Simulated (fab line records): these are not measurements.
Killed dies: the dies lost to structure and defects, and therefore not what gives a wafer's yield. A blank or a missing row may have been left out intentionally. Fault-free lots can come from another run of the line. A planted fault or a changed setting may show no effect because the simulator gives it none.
fab line records	flow n5Finfet
record lots=6	wafers=17	lastDay=20
route steps=1938 shown MIM_BOT_LITHO@1861 MIM_BOT_ETCH@1866 PASS1_CAP@1873 TV_LITHO@1875 TV_OPEN@1887
lots with no fault: from the same line, run without faults
startH: start of the lot's first displayed wafer, in hours after the record's first day	waitH: hours since the lot's step before	" repeats the value in the row above	L1.1+2: one row covering several wafers at once	- either no value or no given start	* or withheld: withheld	< > ~ a bound
route shown NAME@n: NAME is a module with steps in the file, n the number in the route of the first one	usual: mean and standard deviation over wafers with no fault	same: alike in all rows	chamber/n: place in a boat	sites: the reading at each site	_std_site: how widely they spread, as a standard deviation	_edge_site: outer sites' mean less inner sites'	radiusMm: how far each site lies from the wafer's centre	mask NAME#n: copy n	behind: the last tool/chamber to shape the wafer	hold: cause of the lot's hold/its duration in hours/its outcome	device: names the non-switching transistor (n, p or np)	end of line: the route-end tests of the same wafers	step lacking rows: just its recipe	killed: count of dies lost to structure and defects at first sort (not the wafer's yield)	map: per-die view of a wafer (x killed, . not killed, _ where there is no die)
set.NAME: the setting as run; set.NAME@STEP: as run at that earlier step	model.NAME: the simulator's own value behind a step, which no gauge read
certain route steps with their lots: each step a table, each wafer a row
services: when a tool's chamber went out of use (startH, in hours from the record's first day, below 0 if earlier), for how many hours, and the reason
## steps
# step N5_MIM_BOT_LITHO_HARDBAKE_09
# recipe tempC=130	timeS=120
# step N5_MIM_BOT_LITHO_CD_MEAS_08
# recipe targetCdNm=3000	landingEnergyEv=500	detector=seInlens	polarity=opening
# usual cdNm=2999.7/1.3
lot.wafer	tool	chamber	startH	waitH	cdNm
L872.1	cdSem-02	0	304.86	-	2998.3
L872.3	"	0	"	"	3001.9
L872.4	"	0	"	"	2999.5
L881.2	cdSem-01	0	360.37	-	3001.5
L881.3	"	0	"	"	3001.6
L881.5	"	0	"	"	2999.6
L884.2	cdSem-03	0	381.38	-	2998.8
L884.3	"	0	"	"	3000.2
L884.5	"	0	"	"	2999.8
L891.4	cdSem-01	0	425.30	-	2999.8
L891.6	"	0	"	"	3000.3
L889.2	cdSem-03	0	428.35	-	3001.6
L889.3	"	0	"	"	3001.4
L889.5	"	0	"	"	3001.9
L895.1	cdSem-01	0	459.34	-	2999.2
L895.2	"	0	"	"	2999.4
L895.3	"	0	"	"	2999.0
# step N5_MIM_BOT_LITHO_OVL_MEAS_11
# recipe pointsPerWafer=44
# usual MIM_BOT_OVL=-2/5.6
lot.wafer	tool	chamber	startH	waitH	MIM_BOT_OVL[nm]
L872.1	overlay-02	0	304.89	0.0	-5
L872.3	"	0	"	"	-9
L872.4	"	0	"	"	-9
L881.2	overlay-01	0	360.39	0.0	-4
L881.3	"	0	"	"	-5
L881.5	"	0	"	"	-5
L884.2	overlay-02	0	381.41	0.0	-3
L884.3	"	0	"	"	-1
L884.5	"	0	"	"	-1
L891.4	overlay-02	0	425.33	0.0	-6
L891.6	"	0	"	"	-7
L889.2	overlay-02	0	428.38	0.0	-3
L889.3	"	0	"	"	-4
L889.5	"	0	"	"	4
L895.1	overlay-02	0	459.37	0.0	-12
L895.2	"	0	"	"	-5
L895.3	"	0	"	"	-3
# step N5_MIM_BOT_LITHO_INSPECT_12
# recipe mode=adi	inspectInstrument=macro
# usual rawDefectCount=2.2/1.4
lot.wafer	tool	chamber	startH	waitH	rawDefectCount
L872.1	defectInspect-02	-	304.92	0.0	0
L872.3	"	-	"	"	1
L872.4	"	-	"	"	1
L881.2	defectInspect-01	-	360.42	0.0	1
L881.3	"	-	"	"	1
L881.5	"	-	"	"	3
L884.2	defectInspect-01	-	381.44	0.0	1
L884.3	"	-	"	"	1
L884.5	"	-	"	"	1
L891.4	defectInspect-02	-	425.36	0.0	3
L891.6	"	-	"	"	3
L889.2	defectInspect-01	-	428.40	0.0	2
L889.3	"	-	"	"	5
L889.5	"	-	"	"	2
L895.1	defectInspect-01	-	459.39	0.0	1
L895.2	"	-	"	"	3
L895.3	"	-	"	"	4
# step N5_MIM_BOT_LITHO_DESCUM_10
# recipe chemistry=O2	timeS=7.9	sourcePowerW=50	biasPowerW=20	pressureMtorr=20	rfFrequencyHz=2.712e+07	tempC=40	o2FlowSccm=225
# step N5_MIM_BOT_ETCH_ETCH_04
# recipe chemistry=CF4/O2	target=SiNx	targetDepthA=260	timeS=13	ionEnergyEv=100	pressureMtorr=40	sourceW=535	biasW=49	Ar_flow_sccm=100	cf4FlowSccm=100	O2_flow_sccm=10
# usual drypumpMotorCurrentA=5.8/0.36	oesProductAu=0.77/0.076	rfVppV=241.7/2.9	showerheadPlenumPTorr=2.22/0.052	throttleValvePct=16.06/0.15
lot.wafer	tool	chamber	startH	waitH	drypumpMotorCurrentA	oesProductAu	rfHoursCounterH	rfVppV	showerheadPlenumPTorr	throttleValvePct
L872.1	rieDiel-01	0	305.02	0.0	5.7	0.79	104	244.6	2.30	16.04
L872.3	"	1	"	"	5.8	0.79	121	240.5	2.21	15.97
L872.4	"	2	"	"	6.2	0.80	102	238.2	2.14	16.17
L881.2	rieDiel-04	3	360.78	0.0	6.5	0.71	238	243.9	2.26	15.95
L881.3	"	0	"	"	6.4	0.84	72	239.4	2.32	15.97
L881.5	"	2	"	"	5.4	0.94	-	242.0	2.25	16.08
L884.2	rieDiel-01	1	381.54	0.0	5.8	0.76	148	242.3	2.20	16.03
L884.3	"	0	"	"	5.8	0.76	129	245.0	2.29	16.06
L884.5	"	0	"	"	5.7	0.77	-	244.2	2.29	16.08
L891.4	rieDiel-01	1	425.52	0.1	5.7	0.75	-	239.9	2.19	16.06
L891.6	"	1	"	"	5.7	0.74	-	239.3	2.19	16.08
L889.2	rieDiel-01	0	428.53	0.1	5.7	0.74	148	245.1	2.28	16.13
L889.3	"	1	"	"	5.8	0.74	-	239.7	2.19	16.05
L889.5	"	1	"	"	5.7	0.74	-	241.0	2.19	16.06
L895.1	rieDiel-06	1	459.72	0.0	5.7	0.74	163	245.9	2.20	16.17
L895.2	"	2	"	"	5.1	0.95	10	242.5	2.26	15.60
L895.3	"	3	"	"	5.9	0.69	238	236.9	2.17	16.12
# step N5_MIM_BOT_ETCH_ETCH_03
# recipe chemistry=Cl2/BCl3	targetDepthA=120	pressureMtorr=8	icpW=800	biasW=100	Cl2_flow_sccm=20	bcl3FlowSccm=80
# usual drypumpMotorCurrentA=5.9/0.52	mfcCl2Sccm=19.99/0.063	oesProductAu=0.82/0.066	throttleValvePct=27.38/0.27
lot.wafer	tool	chamber	startH	waitH	drypumpMotorCurrentA	mfcCl2Sccm	oesProductAu	rfHoursCounterH	throttleValvePct
L872.1	rieMetal-01	1	305.11	0.1	6.2	19.95	0.76	46	27.24
L872.3	"	1	"	"	6.2	19.95	0.76	-	27.27
L872.4	"	0	"	"	6.7	20.00	0.90	-	27.55
L881.2	rieMetal-02	0	360.87	0.1	5.6	19.95	0.90	7	27.26
L881.3	"	1	"	"	6.0	20.01	0.81	-	27.91
L881.5	"	1	"	"	6.0	20.01	0.80	-	27.93
L884.2	rieMetal-03	1	381.62	0.1	5.1	20.02	0.75	59	27.33
L884.3	"	0	"	"	5.9	20.04	0.91	-	27.02
L884.5	"	0	"	"	5.9	20.02	0.91	-	27.01
L891.4	rieMetal-02	1	425.64	0.1	6.0	19.94	0.79	-	27.92
L891.6	"	0	"	"	5.6	19.95	0.86	-	27.27
L889.2	rieMetal-02	1	428.66	0.1	6.0	20.03	0.79	40	27.91
L889.3	"	1	"	"	6.0	20.07	0.79	-	27.90
L889.5	"	1	"	"	6.0	20.00	0.79	-	27.92
L895.1	rieMetal-02	1	459.81	0.1	6.0	19.98	0.78	43	27.93
L895.2	"	0	"	"	5.7	19.96	0.86	15	27.28
L895.3	"	0	"	"	5.6	19.97	0.85	-	27.28
# step N5_MIM_BOT_ETCH_ETCH_00
# recipe chemistry=Cl2/BCl3	target=TiN	targetDepthA=455	ionEnergyEv=150	pressureMtorr=10	icpW=1000	biasW=126	Cl2_flow_sccm=53.25	bcl3FlowSccm=21.75	Ar_flow_sccm=25
# step N5_MIM_BOT_ETCH_STRIP_01
# recipe chemistry=O2	powerW=600	tempC=60	pressureMtorr=30	rfFrequencyHz=6e+07	biasPowerW=0	overashFraction=0.5	o2FlowSccm=225
# usual drypumpMotorCurrentA=5.8/0.4	oesProductAu=0.77/0.074	rfVppV=3.8/1.4	showerheadPlenumPTorr=2.11/0.054	throttleValvePct=16.74/0.17
lot.wafer	tool	chamber	startH	waitH	drypumpMotorCurrentA	oesProductAu	rfHoursCounterH	rfVppV	showerheadPlenumPTorr	throttleValvePct
L872.1	rieDiel-01	3	305.34	0.1	5.6	0.74	173	5.1	2.09	16.85
L872.3	"	2	"	"	6.2	0.80	102	3.4	2.02	16.80
L872.4	"	0	"	"	5.7	0.81	104	4.0	2.20	16.77
L881.2	rieDiel-01	3	361.52	0.5	5.6	0.72	198	4.8	2.08	16.89
L881.3	"	2	"	"	6.2	0.78	127	4.2	2.01	16.87
L881.5	"	1	"	"	5.8	0.77	-	4.1	2.10	16.78
L884.2	rieDiel-06	1	381.86	0.1	5.7	0.75	129	1.3	2.10	16.81
L884.3	"	2	"	"	5.1	0.68	241	4.5	2.16	16.71
L884.5	"	2	"	"	5.0	0.69	-	5.2	2.16	16.76
L891.4	rieDiel-04	2	425.84	0.1	5.5	0.90	30	4.8	2.14	16.84
L891.6	"	3	"	"	6.5	0.98	-	2.1	2.16	16.19
L889.2	rieDiel-06	1	428.89	0.1	5.7	0.77	149	4.2	2.10	16.83
L889.3	"	3	"	"	5.9	0.69	230	7.8	2.08	16.86
L889.5	"	3	"	"	5.9	0.69	-	4.7	2.08	16.86
L895.1	rieDiel-01	1	460.11	0.2	5.8	0.76	179	4.9	2.09	16.80
L895.2	"	3	"	"	5.6	0.69	231	4.4	2.07	16.94
L895.3	"	0	"	"	5.7	0.76	159	3.6	2.18	16.90
# step N5_MIM_BOT_ETCH_STRIP_02
# recipe chemistry=postEtchResidueRemover	timeS=1200	tempC=72.5
# step N5_MIM_BOT_ETCH_CLEAN_05
# recipe chemistry=IPA	timeS=180	tempC=25
# step N5_MIM_BOT_ETCH_SRD_06
# recipe dry=ipaMarangoni	timeS=30	tempC=23	rinseLiquid=diw
# step N5_PASSIVATION_PECVD_55
# recipe material=SiO2	targetThkA=4000	tempC=400	precursor=SiH4/N2O	pressureTorr=2.7	rfW=608	timeS=22.5
# usual heaterPowerW=656/100	showerheadPlenumPTorr=8.14/0.14	throttleValvePct=50.9/2.4
lot.wafer	tool	chamber	startH	waitH	heaterPowerW	showerheadPlenumPTorr	throttleValvePct	model.SiO2_of_PASSIVATION_PECVD_55.thkNm
L872.1	pecvd-03	0	305.84	0.0	731	8.20	52.9	397.4
L872.3	"	2	"	"	776	8.05	46.5	392
L872.4	"	0	"	"	744	8.21	53.2	404.6
L881.2	pecvd-02	1	362.02	0.0	561	8.17	51.1	392.6
L881.3	"	2	"	"	611	8.08	48.3	392
L881.5	"	1	"	"	608	8.15	50.8	395.2
L884.2	pecvd-01	0	382.39	0.0	674	8.10	54.5	399.2
L884.3	"	1	"	"	572	7.95	50.4	403
L884.5	"	1	"	"	451	7.96	50.2	408.2
L891.4	pecvd-02	0	426.36	0.0	536	8.42	51.1	386.2
L891.6	"	0	"	"	542	8.42	50.7	402.8
L889.2	pecvd-02	1	429.39	0.0	643	8.17	50.7	399.2
L889.3	"	0	"	"	547	8.42	50.9	378.4
L889.5	"	1	"	"	657	8.19	50.9	406.6
L895.1	pecvd-03	0	460.61	0.0	697	8.20	53.7	404
L895.2	"	2	"	"	750	8.03	47.1	400
L895.3	"	1	"	"	797	8.02	53.3	402
# step N5_PASSIVATION_PECVD_01
# recipe material=SiNx	targetThkA=2000	tempC=400	precursor=SiH4/NH3/N2	pressureTorr=4.9	rfW=1406	timeS=43.2
# step N5_PASSIVATION_HMDS_03
# recipe timeS=60	tempC=120
# step N5_PASSIVATION_COAT_04
# recipe spinRpm=*	resistThkNm=*
# step N5_PASSIVATION_EBR_06
# recipe solvent=PGMEA	ebrWidthMm=1.5
# step N5_PASSIVATION_SOFTBAKE_05
# recipe tempC=100	timeS=90
# step N5_PASSIVATION_EXPOSE_07
# recipe maskId=TV	na=0.55	sourceShape=conventional	sigmaOuter=0.8	polarization=unpolarized	defocusNm=0	targetCdNm=3000	doseMj=22.75
# step N5_PASSIVATION_PEB_08
# recipe pebTempC=withheld	pebTimeS=*
# step N5_PASSIVATION_DEVELOP_09
# recipe developTimeS=60	rinseLiquid=diw	dry=airSpin	devTempC=21
# step N5_PASSIVATION_HARDBAKE_11
# recipe tempC=130	timeS=120
# step N5_PASSIVATION_CD_MEAS_10
# recipe targetCdNm=3000	landingEnergyEv=500	detector=seInlens
# usual cdNm=2999.6/1.6
lot.wafer	tool	chamber	startH	waitH	cdNm
L872.1	cdSem-01	0	307.60	-	2997.5
L872.3	"	0	"	"	3002.2
L872.4	"	0	"	"	2999.8
L881.2	cdSem-01	0	362.90	-	2999.4
L881.3	"	0	"	"	2999.7
L881.5	"	0	"	"	3001.8
L884.2	cdSem-01	0	383.17	-	2997.2
L884.3	"	0	"	"	2997.3
L884.5	"	0	"	"	2997.1
L891.4	cdSem-03	0	426.96	-	2999.6
L891.6	"	0	"	"	2999.2
L889.2	cdSem-03	0	429.99	-	3001.7
L889.3	"	0	"	"	3000.1
L889.5	"	0	"	"	3000.4
L895.1	cdSem-01	0	461.93	-	3000.3
L895.2	"	0	"	"	3001.8
L895.3	"	0	"	"	3001.9
# step N5_PASSIVATION_OVL_MEAS_60
# recipe pointsPerWafer=44
# usual TV_OVL=-2/5.8
lot.wafer	tool	chamber	startH	waitH	TV_OVL[nm]
L872.1	overlay-01	0	307.63	0.0	-7
L872.3	"	0	"	"	-14
L872.4	"	0	"	"	-8
L881.2	overlay-02	0	362.93	0.0	-2
L881.3	"	0	"	"	-4
L881.5	"	0	"	"	-9
L884.2	overlay-01	0	383.20	0.0	-2
L884.3	"	0	"	"	-2
L884.5	"	0	"	"	2
L891.4	overlay-02	0	426.99	0.0	2
L891.6	"	0	"	"	-5
L889.2	overlay-01	0	430.02	0.0	-9
L889.3	"	0	"	"	-10
L889.5	"	0	"	"	-2
L895.1	overlay-01	0	461.96	0.0	-6
L895.2	"	0	"	"	-5
L895.3	"	0	"	"	-6
# step N5_PASSIVATION_INSPECT_61
# recipe mode=adi	inspectInstrument=macro
# usual rawDefectCount=1.9/1.3
lot.wafer	tool	chamber	startH	waitH	rawDefectCount
L872.1	defectInspect-02	-	307.65	0.0	1
L872.3	"	-	"	"	3
L872.4	"	-	"	"	3
L881.2	defectInspect-01	-	362.96	0.0	1
L881.3	"	-	"	"	4
L881.5	"	-	"	"	1
L884.2	defectInspect-02	-	383.22	0.0	1
L884.3	"	-	"	"	2
L884.5	"	-	"	"	2
L891.4	defectInspect-01	-	427.02	0.0	2
L891.6	"	-	"	"	5
L889.2	defectInspect-02	-	430.05	0.0	1
L889.3	"	-	"	"	0
L889.5	"	-	"	"	3
L895.1	defectInspect-01	-	462.27	0.3	1
L895.2	"	-	"	"	2
L895.3	"	-	"	"	1
# step N5_PASSIVATION_DESCUM_12
# recipe chemistry=O2	timeS=7.9	sourcePowerW=50	biasPowerW=20	pressureMtorr=20	rfFrequencyHz=2.712e+07	tempC=40	o2FlowSccm=225
# usual drypumpMotorCurrentA=5.8/0.43	oesProductAu=0.80/0.086	rfVppV=242.8/1.4	showerheadPlenumPTorr=2.08/0.062	throttleValvePct=20.47/0.23
lot.wafer	tool	chamber	startH	waitH	drypumpMotorCurrentA	oesProductAu	rfHoursCounterH	rfVppV	showerheadPlenumPTorr	throttleValvePct
L872.1	rieDiel-05	2	307.69	0.0	6.2	0.90	36	242.4	2.04	20.41
L872.3	"	1	"	"	5.3	0.86	68	243.9	2.13	20.24
L872.4	"	3	"	"	6.4	0.74	179	243.3	2.07	20.73
L881.2	rieDiel-05	1	362.99	0.0	5.3	0.83	96	243.3	2.12	20.27
L881.3	"	2	"	"	6.2	0.85	64	241.6	2.03	20.43
L881.5	"	1	"	"	5.3	0.82	-	243.2	2.12	20.28
L884.2	rieDiel-05	0	383.39	0.2	5.8	0.93	12	243.0	2.06	20.04
L884.3	"	1	"	"	5.4	0.81	102	244.4	2.11	20.26
L884.5	"	2	"	"	6.2	0.85	-	243.2	2.03	20.44
L891.4	rieDiel-03	1	427.33	0.3	5.7	0.69	239	242.9	2.06	20.82
L891.6	"	2	"	"	5.7	0.93	-	244.2	2.24	20.21
L889.2	rieDiel-02	0	430.08	0.0	4.8	0.85	70	243.8	2.13	20.49
L889.3	"	1	"	"	5.6	0.70	226	240.5	1.99	20.79
L889.5	"	0	"	"	4.8	0.86	-	244.5	2.13	20.51
L895.1	rieDiel-05	0	462.30	0.0	5.8	0.89	36	242.7	2.05	20.08
L895.2	"	2	"	"	6.2	0.82	91	242.2	2.02	20.49
L895.3	"	3	"	"	6.4	0.69	235	241.0	2.05	20.82
# step N5_PASSIVATION_PASS_ETCH_74
# recipe chemistry=CF4/O2	target=SiNx	targetDepthA=2200	timeS=110	ionEnergyEv=100	pressureMtorr=40	sourceW=535	biasW=49	Ar_flow_sccm=100	cf4FlowSccm=100	O2_flow_sccm=10
# usual drypumpMotorCurrentA=5.8/0.44	oesProductAu=0.80/0.083	rfVppV=240.6/2.1	showerheadPlenumPTorr=2.19/0.062	throttleValvePct=16.01/0.26
lot.wafer	tool	chamber	startH	waitH	drypumpMotorCurrentA	oesProductAu	rfHoursCounterH	rfVppV	showerheadPlenumPTorr	throttleValvePct
L872.1	rieDiel-05	2	307.75	0.0	6.2	0.90	36	239.8	2.16	15.98
L872.3	"	1	"	"	5.4	0.85	68	242.9	2.23	15.71
L872.4	"	3	"	"	6.4	0.74	179	242.0	2.19	16.32
L881.2	rieDiel-05	1	363.05	0.0	5.4	0.82	96	241.9	2.22	15.77
L881.3	"	2	"	"	6.2	0.85	64	240.1	2.15	16.06
L881.5	"	1	"	"	5.3	0.82	-	241.1	2.22	15.78
L884.2	rieDiel-05	0	383.46	0.0	5.8	0.93	12	239.7	2.17	15.50
L884.3	"	1	"	"	5.4	0.81	102	243.5	2.22	15.76
L884.5	"	2	"	"	6.2	0.84	-	242.5	2.15	16.05
L891.4	rieDiel-03	1	427.40	0.0	5.7	0.68	239	238.6	2.18	16.42
L891.6	"	2	"	"	5.7	0.92	-	244.0	2.35	15.79
L889.2	rieDiel-02	0	430.15	0.0	4.8	0.85	70	240.7	2.23	15.98
L889.3	"	1	"	"	5.6	0.69	226	237.9	2.09	16.31
L889.5	"	0	"	"	4.8	0.86	-	239.7	2.23	15.97
L895.1	rieDiel-05	0	462.37	0.0	5.8	0.88	36	241.1	2.16	15.54
L895.2	"	2	"	"	6.2	0.83	91	242.3	2.14	16.10
L895.3	"	3	"	"	6.4	0.70	235	242.1	2.17	16.42
# step N5_PASSIVATION_VIA_ETCH_13
# recipe chemistry=CHF3/O2	target=SiO2	targetDepthA=6600	CHF3_flow_sccm=50	O2_flow_sccm=5	Ar_flow_sccm=200	timeS=330	maskMaterial=PR	pressureMtorr=30	sourceW=650	biasW=170	ionEnergyEv=200	ends=cleared
# usual CHF3_flow_sccm=50.01/0.14	drypumpMotorCurrentA=5.8/0.43	etchRfOnTimeS=236/3.7	oesProductAu=0.72/0.076	rfVppV=524/4.4	showerheadPlenumPTorr=2.39/0.069	throttleValvePct=18.92/0.25
lot.wafer	tool	chamber	startH	waitH	CHF3_flow_sccm	drypumpMotorCurrentA	etchRfOnTimeS	oesProductAu	rfHoursCounterH	rfVppV	showerheadPlenumPTorr	throttleValvePct	model.coat_of_PASSIVATION_COAT_04.thkNm
L872.1	rieDiel-05	2	307.85	0.0	50.07	6.2	231	0.81	37	524	2.36	18.89	*
L872.3	"	1	"	"	50.16	5.3	230	0.77	68	527	2.45	18.67	*
L872.4	"	3	"	"	50.03	6.4	237	0.67	179	529	2.40	19.22	*
L881.2	rieDiel-05	1	363.15	0.0	49.81	5.3	232	0.74	96	527	2.44	18.73	*
L881.3	"	2	"	"	50.05	6.2	232	0.77	64	525	2.35	18.93	*
L881.5	"	1	"	"	50.01	5.3	232	0.73	-	527	2.44	18.70	*
L884.2	rieDiel-05	0	383.55	0.0	49.80	5.8	232	0.86	12	521	2.37	18.43	*
L884.3	"	1	"	"	49.89	5.3	235	0.74	102	527	2.43	18.72	*
L884.5	"	2	"	"	50.19	6.2	236	0.77	-	525	2.35	18.96	*
L891.4	rieDiel-03	1	427.49	0.0	49.88	5.8	230	0.62	239	517	2.38	19.33	*
L891.6	"	2	"	"	50.10	5.7	234	0.84	-	533	2.58	18.72	*
L889.2	rieDiel-02	0	430.24	0.0	50.06	4.8	234	0.77	70	523	2.43	18.86	*
L889.3	"	1	"	"	50.29	5.6	225	0.63	226	517	2.28	19.22	*
L889.5	"	0	"	"	50.17	4.8	238	0.77	-	522	2.43	18.86	*
L895.1	rieDiel-05	0	462.46	0.0	49.89	5.8	239	0.80	36	521	2.36	18.45	*
L895.2	"	2	"	"	50.09	6.2	237	0.73	91	524	2.34	18.99	*
L895.3	"	3	"	"	49.97	6.3	239	0.63	235	526	2.38	19.34	*
# step N5_PASSIVATION_STRIP_14
# recipe chemistry=O2	powerW=600	tempC=60	pressureMtorr=30	rfFrequencyHz=6e+07	biasPowerW=0	overashFraction=0.5	o2FlowSccm=225
## services
tool	chamber	startH	hours	kind
rieDiel-05	2	281.14	7.1	repair
rieDiel-02	0	294.77	12.3	repair
rieDiel-06	1	301.28	8.3	repair
rieDiel-06	-	310.71	2.8	pm
rieDiel-01	0	311.39	14.6	repair
rieDiel-05	3	315.21	3.1	repair
rieDiel-02	2	322.19	4.5	repair
rieDiel-01	1	323.83	2.3	repair
rieDiel-05	-	329.22	0.3	repair
rieMetal-02	-	331.27	0.7	repair
rieDiel-02	-	332.96	1.8	repair
rieDiel-01	1	337.50	9.0	repair
rieDiel-02	0	350.85	2.9	repair
rieDiel-02	-	368.45	4.3	pm
rieDiel-01	3	376.33	6.9	repair
rieDiel-06	0	377.94	8.3	repair
rieDiel-05	3	381.29	7.0	repair
rieDiel-01	2	397.61	35.8	repair
rieDiel-06	2	401.88	2.7	repair
rieDiel-02	-	412.46	0.3	repair
rieDiel-06	1	416.73	1.6	repair
rieDiel-01	3	424.27	7.3	repair
rieDiel-05	2	431.49	8.2	repair
rieDiel-05	0	434.83	5.0	repair
## key
firstSign none at tools or gauges
modelEffect step=N5_PASSIVATION_PECVD_55	value=SiO2_of_PASSIVATION_PECVD_55.thkNm	without=395.4	struck=382.3
modelEffect step=N5_PASSIVATION_VIA_ETCH_13	value=coat_of_PASSIVATION_COAT_04.thkNm	without=*	struck=*
metAt N5_PASSIVATION_PECVD_55
struckWafers L889.3,L891.4
onsetBetween 362.02 426.36
fault kind=processParameterDrift	tool=pecvd-02	chamber=-	onsetH=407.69	steps=N5_PASSIVATION_PECVD_55	channel=timeS	offset=*	shape=step	endH=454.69	scope=struckWafersOnly	actsIn=*	stated=*
